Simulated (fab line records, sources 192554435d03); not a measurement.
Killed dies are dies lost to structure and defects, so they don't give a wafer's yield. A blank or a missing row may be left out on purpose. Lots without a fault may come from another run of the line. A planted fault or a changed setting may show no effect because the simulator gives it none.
Split-lot experiment | flow n5_finfet | 7 lots, 21 wafers read, on a route of 1938 steps

THE SPLIT
At N5_BEOL_M11_COAT_22 (resist thk 90 nm), the setting spin_rpm was moved away from the recipe's 1500 rpm on 4 of the 21 wafers read, by -10.9% to +9.0%. The other wafers ran this setting at the recipe's value.

The reading is taken at the split's own step.

THE READING
CAR-ArF_of_BEOL_M11_COAT_22.thk_nm (the simulator's own value, which no gauge read), in nm, at N5_BEOL_M11_COAT_22 (resist thk 90 nm). The file gives no usual value for it. The 17 wafers here that ran the recipe average 90.2 nm, standard deviation 0.26 nm.

wafer  | tool, chamber at the split | spin_rpm as run, rpm | against the recipe | CAR-ArF_of_BEOL_M11_COAT_22.thk_nm, nm | against lot-mates on the recipe
L078.2 | litho_track-02, 0          | 1500                 | recipe             | 90                                     | -
L078.4 | litho_track-02, 0          | 1635                 | +9.0%              | 86                                     | -4.0
L078.5 | litho_track-02, 0          | 1635                 | +9.0%              | 86.2                                   | -3.8
L087.2 | litho_track-01, 0          | 1500                 | recipe             | 90.4                                   | -
L087.5 | litho_track-01, 0          | 1500                 | recipe             | 90                                     | -
L087.6 | litho_track-01, 0          | 1500                 | recipe             | 90.2                                   | -
L088.1 | litho_track-01, 0          | 1500                 | recipe             | 90.2                                   | -
L088.6 | litho_track-01, 0          | 1500                 | recipe             | 90.2                                   | -
L088.2 | litho_track-01, 0          | 1500                 | recipe             | 90.4                                   | -
L090.2 | litho_track-05, 0          | 1500                 | recipe             | 90.2                                   | -
L090.3 | litho_track-05, 0          | 1500                 | recipe             | 90.2                                   | -
L090.5 | litho_track-05, 0          | 1500                 | recipe             | 90.6                                   | -
L095.2 | litho_track-02, 0          | 1500                 | recipe             | 89.8                                   | -
L095.5 | litho_track-02, 0          | 1500                 | recipe             | 89.8                                   | -
L095.3 | litho_track-02, 0          | 1500                 | recipe             | 89.6                                   | -
L096.1 | litho_track-05, 0          | 1336                 | -10.9%             | 95.8                                   | +5.2
L096.2 | litho_track-05, 0          | 1336                 | -10.9%             | 95.8                                   | +5.2
L096.6 | litho_track-05, 0          | 1500                 | recipe             | 90.6                                   | -
L097.3 | litho_track-02, 0          | 1500                 | recipe             | 90                                     | -
L097.4 | litho_track-02, 0          | 1500                 | recipe             | 90.2                                   | -
L097.5 | litho_track-02, 0          | 1500                 | recipe             | 90.2                                   | -

THE FIT
A straight line over all 21 wafers: CAR-ArF_of_BEOL_M11_COAT_22.thk_nm changes by -0.489 nm for each +1% of spin_rpm; r = -0.99; the points scatter about the line by 0.28 nm.
The same after taking each lot's own level away (the mean of its wafers on the recipe; 21 wafers): -0.458 nm for each +1%; r = -1.00; scatter 0.15 nm.
On that fit, the largest move of spin_rpm shifts the reading by 5 nm.
The lots' own levels span 89.73 to 90.60 nm, that is 3.3 times the standard deviation above.
So the lot-to-lot level changes the slope little: the two slopes agree.
Check: with one of the wafers moved furthest among these (-10.9%) left out of the fit, the line predicts +4.97 nm for it against its lot-mates. It came out at +5.2 nm against them.

OTHER SPLITS ON THESE WAFERS
These wafers also went through other splits before the reading. Each is held against what the fit with the lots' levels taken away leaves over:
other split on the same wafers | wafers away from the commonest value | r with CAR-ArF_of_BEOL_M11_COAT_22.thk_nm (lot level and that fit taken away)
N5_BEOL_M11_DESCUM_16 time_s   | 9                                    | +0.15
N5_BEOL_M11_ETCH_62 time_s     | 6                                    | -0.15

THE FILE'S OWN FIT
CAR-ArF_of_BEOL_M11_COAT_22.thk_nm changes by -0.459 nm for each +1% of spin_rpm, r = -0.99.
